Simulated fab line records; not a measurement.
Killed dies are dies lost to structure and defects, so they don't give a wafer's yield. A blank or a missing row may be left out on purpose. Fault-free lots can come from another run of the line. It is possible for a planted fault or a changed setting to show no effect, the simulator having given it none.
Problem report in the 8D (eight disciplines) form, filled by code    flow n5Finfet    the parts of the form that need people (team, actions taken, sign-off) are left out

== 1. THE PROBLEM ==
At N5_BEOL_M0_ETCH_138, etchRfOnTimeS averages 21.8 s over 3 wafers from 3 lots, while fault-free wafers read 29.1 s, standard deviation 1.2. That puts it -6.1 standard deviations away from the usual mean.
The step: etches SiCN in CH3F/O2, target depth 12 nm, time 31.6 s.
Seen first at day 7 21:02 on rieDiel-04, wafer L814.3. At this step, 25 wafers from 9 lots have a number in the record. Rule for "out", or "out of limits": more than 4 standard deviations from the usual mean. The rest of the wafers with a number are treated as sound.

== 2. WHAT IT IS AND WHAT IT IS NOT ==
question                     is                      is not
which readings at this step  etchRfOnTimeS           drypumpMotorCurrentA, oesProductAu, rfVppV, showerheadPlenumPTorr, throttleValvePct
which lots                   L814, L816, L817        L805, L806, L807, L819, L820, L822
which wafers of those lots   L814.3, L816.2, L817.2  L814.5, L816.4, L816.5, L817.1, L817.4
read on which tools          rieDiel-04              rieDiel-02, rieDiel-03
when                         from day 7 21:02        up to then (10 sound wafers); but 12 sound wafers of L816, L817, L819, L820, L822 came after

== 3. WHAT RULES OUT EACH SUSPECT ==
Counting: a tool at a process step up to the reading stays a suspect if it ran every lot that is out. Sound lots after the first of them don't rule it out here, since some wafers of a struck lot are sound.
- rieDiel-04 at N5_BEOL_M0_CUTY_ETCH_63 (etches SOC in N2/H2, target depth 82.7 nm, overetch 16.5 nm, time 124 s): kept. It ran every lot that is out, first L814 (day 7 20:55); its last sound lot up to then is L807 (day 6 05:21).
- rieDiel-04 at N5_BEOL_M0_ETCH_138 (etches SiCN in CH3F/O2, target depth 12 nm, time 31.6 s): kept. It ran every lot that is out, first L814 (day 7 21:02); its last sound lot up to then is L807 (day 6 05:29). Out on those wafers are its own readings of etchRfOnTimeS.
After counting, rieDiel-04 at N5_BEOL_M0_CUTY_ETCH_63 and rieDiel-04 at N5_BEOL_M0_ETCH_138 remain.

== 4. THE CAUSE (what the simulator had put in) ==
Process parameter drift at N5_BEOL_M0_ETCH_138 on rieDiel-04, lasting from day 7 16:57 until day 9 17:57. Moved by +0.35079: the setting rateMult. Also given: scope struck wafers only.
Of the 2 suspects that counting leaves, this tool is one.

== 5. THE CHAIN OF EFFECTS, in route order ==
Each row: a reading whose mean over the struck wafers that have a number lies more than 3 standard deviations from the usual. Scope: only readings with a usual standard deviation given in the record; hours: median across lots of the time from each lot's start at the first step in this table that gives one to its start at this step; sigmas: change in usual standard deviations.
hours  step                 reading        usual   on struck wafers  change  sigmas
0      N5_BEOL_M0_ETCH_138  etchRfOnTimeS  29.1 s  21.8              -7.3    -6.1
Here are the process steps it includes:
- N5_BEOL_M0_ETCH_138: etches SiCN in CH3F/O2, target depth 12 nm, time 31.6 s.
Later measuring or inspecting steps at which every struck wafer that the step has a row for has a number for every such reading, and none has moved that far: N5_BEOL_M0_OCD_MEAS_108, N5_BEOL_M4_RC_MEAS_101.

== 6. HOW IT WOULD HAVE BEEN CAUGHT EARLIER ==
The fault began at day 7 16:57; the first out-of-limits reading in this record came at day 7 21:02, 4 hours later.
